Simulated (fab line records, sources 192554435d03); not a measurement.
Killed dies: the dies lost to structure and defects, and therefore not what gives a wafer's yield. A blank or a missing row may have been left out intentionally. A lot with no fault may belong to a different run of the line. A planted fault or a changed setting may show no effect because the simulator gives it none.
A sampling plan put to the test -- flow n5_finfet -- one fab line, 29 faults that these records tell of, each judged on the records of the lots that it struck; 1 more is left out, because the records don't allow judging it
Plan = the line's own looks (route steps where a gauge or an inspection reads the wafer without altering it). A look is open to judgement when struck wafers have a number at it and the file gives its usual mean and standard deviation on fault-free wafers. Caught: the struck wafers' mean, at a look after the fault's first step, is 4 or more of those standard deviations (sigma) away from the usual mean. On the tool: the fault's steps, tested the same way using the tool's own readings. If the struck wafers alone have a blank record, or they carry another recipe, that too counts as caught.

== THE FAULTS, as the simulator had put them in ==
1. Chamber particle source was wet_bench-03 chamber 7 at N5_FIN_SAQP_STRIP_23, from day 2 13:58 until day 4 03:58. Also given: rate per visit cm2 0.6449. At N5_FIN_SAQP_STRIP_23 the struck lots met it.
2. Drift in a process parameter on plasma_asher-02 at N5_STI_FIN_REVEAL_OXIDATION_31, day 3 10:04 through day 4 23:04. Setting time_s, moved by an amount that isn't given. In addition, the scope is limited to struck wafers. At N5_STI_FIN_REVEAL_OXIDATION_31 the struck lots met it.
3. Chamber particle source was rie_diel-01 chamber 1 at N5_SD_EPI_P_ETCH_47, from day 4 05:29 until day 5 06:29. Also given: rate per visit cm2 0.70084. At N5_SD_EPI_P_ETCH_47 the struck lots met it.
4. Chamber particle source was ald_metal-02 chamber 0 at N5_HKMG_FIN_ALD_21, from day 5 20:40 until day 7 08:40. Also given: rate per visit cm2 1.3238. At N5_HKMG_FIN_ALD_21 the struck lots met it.
5. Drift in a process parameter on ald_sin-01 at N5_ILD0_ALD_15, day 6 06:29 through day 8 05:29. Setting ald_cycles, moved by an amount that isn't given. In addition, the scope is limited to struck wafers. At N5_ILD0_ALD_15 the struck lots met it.
6. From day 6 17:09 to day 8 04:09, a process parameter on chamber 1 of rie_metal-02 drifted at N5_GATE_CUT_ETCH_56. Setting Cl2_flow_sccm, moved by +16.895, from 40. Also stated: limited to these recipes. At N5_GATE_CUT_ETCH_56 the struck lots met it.
7. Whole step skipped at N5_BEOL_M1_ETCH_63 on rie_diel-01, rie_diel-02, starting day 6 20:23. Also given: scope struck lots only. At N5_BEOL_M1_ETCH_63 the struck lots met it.
8. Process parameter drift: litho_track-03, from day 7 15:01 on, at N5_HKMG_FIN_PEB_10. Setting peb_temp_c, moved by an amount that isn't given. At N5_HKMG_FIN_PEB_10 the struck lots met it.
9. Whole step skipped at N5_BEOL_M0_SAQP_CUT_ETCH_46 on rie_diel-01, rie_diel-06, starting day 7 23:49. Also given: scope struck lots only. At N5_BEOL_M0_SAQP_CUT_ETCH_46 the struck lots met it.
10. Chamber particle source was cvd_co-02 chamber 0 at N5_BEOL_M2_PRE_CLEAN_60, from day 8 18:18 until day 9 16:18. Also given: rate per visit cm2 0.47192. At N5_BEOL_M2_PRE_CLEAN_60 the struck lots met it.
11. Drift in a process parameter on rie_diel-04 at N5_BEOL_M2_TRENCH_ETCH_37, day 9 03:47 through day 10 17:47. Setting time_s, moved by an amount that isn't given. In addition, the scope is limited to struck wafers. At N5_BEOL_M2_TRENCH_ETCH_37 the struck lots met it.
12. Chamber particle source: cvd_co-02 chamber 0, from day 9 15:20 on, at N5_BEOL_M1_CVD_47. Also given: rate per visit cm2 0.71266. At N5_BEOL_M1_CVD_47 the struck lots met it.
13. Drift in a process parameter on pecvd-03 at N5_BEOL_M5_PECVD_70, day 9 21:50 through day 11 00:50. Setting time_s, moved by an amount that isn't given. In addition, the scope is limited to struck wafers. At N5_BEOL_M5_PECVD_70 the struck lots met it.
14. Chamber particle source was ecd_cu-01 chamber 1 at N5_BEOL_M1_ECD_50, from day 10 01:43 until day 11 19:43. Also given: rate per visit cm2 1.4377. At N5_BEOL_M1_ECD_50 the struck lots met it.
15. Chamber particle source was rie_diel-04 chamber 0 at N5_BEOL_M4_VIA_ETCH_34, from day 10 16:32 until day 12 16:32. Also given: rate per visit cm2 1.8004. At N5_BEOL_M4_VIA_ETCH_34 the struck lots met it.
16. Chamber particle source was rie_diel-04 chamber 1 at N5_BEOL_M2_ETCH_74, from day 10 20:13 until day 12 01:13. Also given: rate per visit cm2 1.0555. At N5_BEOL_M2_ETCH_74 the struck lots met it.
17. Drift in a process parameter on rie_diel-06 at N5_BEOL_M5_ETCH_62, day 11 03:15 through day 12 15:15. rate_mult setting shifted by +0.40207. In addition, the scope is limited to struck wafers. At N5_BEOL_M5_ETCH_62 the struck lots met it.
18. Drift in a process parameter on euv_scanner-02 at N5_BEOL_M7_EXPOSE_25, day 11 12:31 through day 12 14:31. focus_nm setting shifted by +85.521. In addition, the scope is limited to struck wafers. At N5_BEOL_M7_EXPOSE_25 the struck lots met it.
19. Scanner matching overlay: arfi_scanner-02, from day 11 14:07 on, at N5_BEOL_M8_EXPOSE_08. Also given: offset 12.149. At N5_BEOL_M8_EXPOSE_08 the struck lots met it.
20. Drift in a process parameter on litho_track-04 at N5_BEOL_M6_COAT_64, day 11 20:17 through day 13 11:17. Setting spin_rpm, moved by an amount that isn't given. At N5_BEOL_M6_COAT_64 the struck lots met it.
21. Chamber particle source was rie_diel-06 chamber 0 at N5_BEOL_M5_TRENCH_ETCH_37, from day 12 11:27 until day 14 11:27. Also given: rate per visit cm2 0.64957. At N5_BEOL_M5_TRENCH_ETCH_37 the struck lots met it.
22. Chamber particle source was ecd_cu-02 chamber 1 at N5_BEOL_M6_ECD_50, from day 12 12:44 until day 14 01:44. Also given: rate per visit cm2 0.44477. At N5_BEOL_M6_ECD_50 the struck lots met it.
23. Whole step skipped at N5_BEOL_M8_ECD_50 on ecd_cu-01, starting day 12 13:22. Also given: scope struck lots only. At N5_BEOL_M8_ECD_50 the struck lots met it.
24. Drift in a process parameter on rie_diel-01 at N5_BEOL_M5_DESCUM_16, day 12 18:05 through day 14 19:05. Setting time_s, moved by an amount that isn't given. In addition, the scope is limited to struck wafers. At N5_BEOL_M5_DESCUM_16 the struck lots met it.
25. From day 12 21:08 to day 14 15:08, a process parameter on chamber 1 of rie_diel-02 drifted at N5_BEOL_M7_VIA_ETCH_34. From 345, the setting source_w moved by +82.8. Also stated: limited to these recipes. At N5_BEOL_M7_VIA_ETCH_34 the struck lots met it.
26. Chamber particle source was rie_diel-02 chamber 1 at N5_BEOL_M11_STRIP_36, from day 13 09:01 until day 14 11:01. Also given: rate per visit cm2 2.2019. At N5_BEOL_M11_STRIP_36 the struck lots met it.
27. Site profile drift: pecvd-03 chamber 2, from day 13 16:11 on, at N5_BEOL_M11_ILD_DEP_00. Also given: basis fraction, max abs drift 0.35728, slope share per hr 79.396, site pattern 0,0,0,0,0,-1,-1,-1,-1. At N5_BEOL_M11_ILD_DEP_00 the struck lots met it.
28. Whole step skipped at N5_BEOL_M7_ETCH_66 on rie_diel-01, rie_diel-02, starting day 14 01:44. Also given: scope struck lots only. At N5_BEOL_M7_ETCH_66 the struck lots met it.
29. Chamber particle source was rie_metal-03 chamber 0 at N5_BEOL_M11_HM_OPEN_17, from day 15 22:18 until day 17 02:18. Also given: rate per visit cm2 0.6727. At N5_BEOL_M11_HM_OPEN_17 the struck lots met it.

== WHAT THE PLAN SAW ==
fault,on the tool itself,first look that catches it,"reading, sigma",median hours from its first step to that look,hours from the fault's start to the first struck lot there,judged looks passed uncaught
1,no reading that can be judged,N5_FIN_SAQP_INSPECT_40,raw_defect_count +5.3,4.2,30,1
2,under 2 sigma,N5_BEOL_M4_RC_MEAS_101,IOFF_N_LIN +5.1,150.2,183,0
3,under 2 sigma,N5_SD_EPI_P_INSPECT_26,raw_defect_count +11,3.2,16,0
4,under 2 sigma,no look after it can be judged,-,-,-,0
5,under 2 sigma,not the one look that can be judged after it,-,-,-,1
6,mfc_cl2_sccm +99 or beyond sigma,not the one look that can be judged after it,-,-,-,1
7,the tool's record is blank for the struck wafers,no look after it can be judged,-,-,-,0
8,under 2 sigma,N5_HKMG_FIN_CD_MEAS_12,cd_nm +4.4,0.1,7,0
9,the tool's record is blank for the struck wafers,no look after it can be judged,-,-,-,0
10,under 2 sigma,N5_BEOL_M2_INSPECT_59,raw_defect_count +12,0.3,9,0
11,run_length_s -22 sigma,N5_BEOL_M2_OCD_MEAS_38,trench_depth_nm -13,0.2,2,0
12,no reading that can be judged,no look after it can be judged,-,-,-,0
13,under 2 sigma,not the one look that can be judged after it,-,-,-,1
14,no reading that can be judged,no look after it can be judged,-,-,-,0
15,under 2 sigma,no look after it can be judged,-,-,-,0
16,under 2 sigma,N5_BEOL_M2_INSPECT_30,raw_defect_count +8.0,0.9,2,0
17,under 2 sigma,not the one look that can be judged after it,"strongest: cd_nm at N5_BEOL_M5_CD_MEAS_35, +3.1",-,-,1
18,no reading that can be judged,N5_BEOL_M7_CD_MEAS_28,cd_nm -27,0.1,13,0
19,under 2 sigma,N5_BEOL_M8_OVL_MEAS_12,M8_OVL +14,0.2,9,0
20,spin_speed_rpm +99 or beyond sigma,no look after it can be judged,-,-,-,0
21,under 2 sigma,not the one look that can be judged after it,-,-,-,1
22,no reading that can be judged,not the one look that can be judged after it,-,-,-,1
23,no reading that can be judged,no look after it can be judged,-,-,-,0
24,under 2 sigma,no look after it can be judged,-,-,-,0
25,rf_fwd_power_W +52 sigma,no look after it can be judged,-,-,-,0
26,under 2 sigma,none of the 2 looks that can be judged after it,-,-,-,2
27,only faintly: showerhead_vpp_V +2.1 sigma,N5_BEOL_M11_THK_MEAS_01,M11_ILD_THK -15,0.6,2,0
28,the tool's record is blank for the struck wafers,no look after it can be judged,-,-,-,0
29,under 2 sigma,N5_BEOL_M11_INSPECT_30,raw_defect_count +6.0,1.3,11,1
A dash: the fault isn't caught, or these records don't give the number.

Caught at a look: 11 of 29. Caught on the tool: 7 of 29. By one or the other: 17 of 29.
Faults 6, 7, 9, 20, 25, 28 were caught on the tool alone.
Caught at a look alone: faults 1, 2, 3, 8, 10, 16, 18, 19, 27, 29.
Caught by neither: faults 4, 5, 12, 13, 14, 15, 17, 21, 22, 23, 24, 26.

== THINNER SAMPLING ==
If the look that catches a fault measured only every second or every third lot, by lot number, the first struck lot would be measured this late in the worst case:
fault,"struck lots at that look, in order of time",every lot,every second lot,every third lot
1,L479,30 h,may miss it,may miss it
2,L487,183 h,may miss it,may miss it
3,L523,16 h,may miss it,may miss it
8,"L313, L316",7 h,24 h,may miss all 2
10,L416,9 h,may miss it,may miss it
11,"L562, L565",2 h,10 h,may miss all 2
16,"L640, L641",2 h,8 h,may miss all 2
18,"L660, L661, L659",13 h,13 h,13 h
19,"L326, L330",9 h,may miss all 2,may miss all 2
27,"L860, L863",2 h,9 h,may miss all 2
29,"L981, L982",11 h,26 h,may miss all 2
Hours count from the start of the fault until the first struck lot that is measured. Since the struck wafers were tested as one group against 4 sigma, a single lot by itself may lie under the limit. Other struck lots may not be in these records.

== THE LONGEST TIMED WAY FROM STEP TO LOOK ==
In fault 2, a median of 150.2 hours elapses between N5_STI_FIN_REVEAL_OXIDATION_31 and N5_BEOL_M4_RC_MEAS_101. No look between them can be judged.
